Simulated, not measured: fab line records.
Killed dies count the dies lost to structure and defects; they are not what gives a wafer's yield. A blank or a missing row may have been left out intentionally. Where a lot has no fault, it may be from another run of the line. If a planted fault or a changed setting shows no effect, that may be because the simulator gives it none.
Which tool did it? ; flow nand-harc ; 21 wafers from 7 lots sampled at 3 of the route's 1159 steps

## WHAT EACH GAUGE READ, for each wafer
NHARC_P_GATE_INSPECT_68.
lot;measured;on;raw-defect-count
L948;day 5 16:24;defect-inspect-01;232 248 183
L949;day 6 05:49;defect-inspect-01;161 259 415
L953;day 6 19:28;defect-inspect-01;188 304 179
L955;day 7 06:53;defect-inspect-02;170 173 184
L957;day 8 05:39;defect-inspect-02;815 647 683
L966;day 10 06:41;defect-inspect-01;150 108 188
L970;day 11 01:04;defect-inspect-01;206 282 143

## WHICH TOOL RAN EACH LOT (tool, then ch and the chambers of the sampled wafers, then the start)
lot;NHARC_P_GATE_STRIP_50;NHARC_P_GATE_STRIP_76
L948;wet-bench-06 ch 0,2,5, day 5 10:58;plasma-asher-02 ch 0,1, day 5 12:32
L949;wet-bench-06 ch 1,2,4, day 6 00:11;plasma-asher-02 ch 0, day 6 01:44
L953;wet-bench-04 ch 0,1,3, day 6 14:06;plasma-asher-01 ch 0,1, day 6 15:33
L955;wet-bench-04 ch 1,4,5, day 7 01:29;plasma-asher-02 ch 0,1, day 7 02:58
L957;wet-bench-09 ch 0,2,7, day 8 00:02;plasma-asher-01 ch 0,1, day 8 01:40
L966;wet-bench-06 ch 1,2,5, day 10 00:13;plasma-asher-01 ch 0,1, day 10 01:41
L970;wet-bench-06 ch 0,3,6, day 10 19:28;plasma-asher-02 ch 0,1, day 10 21:01
- NHARC_P_GATE_STRIP_50: strips in SPM, time 900 s.
- NHARC_P_GATE_STRIP_76: strips in O2.

## THE ANSWER, worked out from the rows above alone
Rule: the lots themselves supply what counts as usual. Put in order of their means at a reading, lots are off if they are a third of the lots or fewer, leave a main group of 4 or more, and stand apart from it by a gap of 3 or more times the standard deviation of the main group's means; of several such gaps the widest counts. A main group whose means are all the same, to the digits that the tables above print for the reading, isn't used. Also off: a lot with no number at a reading for which 4 or more lots have one. The other lots that the step has rows for count as sound.
Off: L957 (NHARC_P_GATE_INSPECT_68, raw-defect-count). The main group has a mean of 210 with a standard deviation of 41.
A tool fits if, at a process step before that reading, it ran every lot that is off, and no sound lot after the first of them. Gauges at NHARC_P_GATE_INSPECT_68: tried the same way as those tools. Can't be told from this: 2 tools fit, wet-bench-09 at NHARC_P_GATE_STRIP_50, defect-inspect-02 at NHARC_P_GATE_INSPECT_68.

## WHAT THE SIMULATOR HAD PUT IN
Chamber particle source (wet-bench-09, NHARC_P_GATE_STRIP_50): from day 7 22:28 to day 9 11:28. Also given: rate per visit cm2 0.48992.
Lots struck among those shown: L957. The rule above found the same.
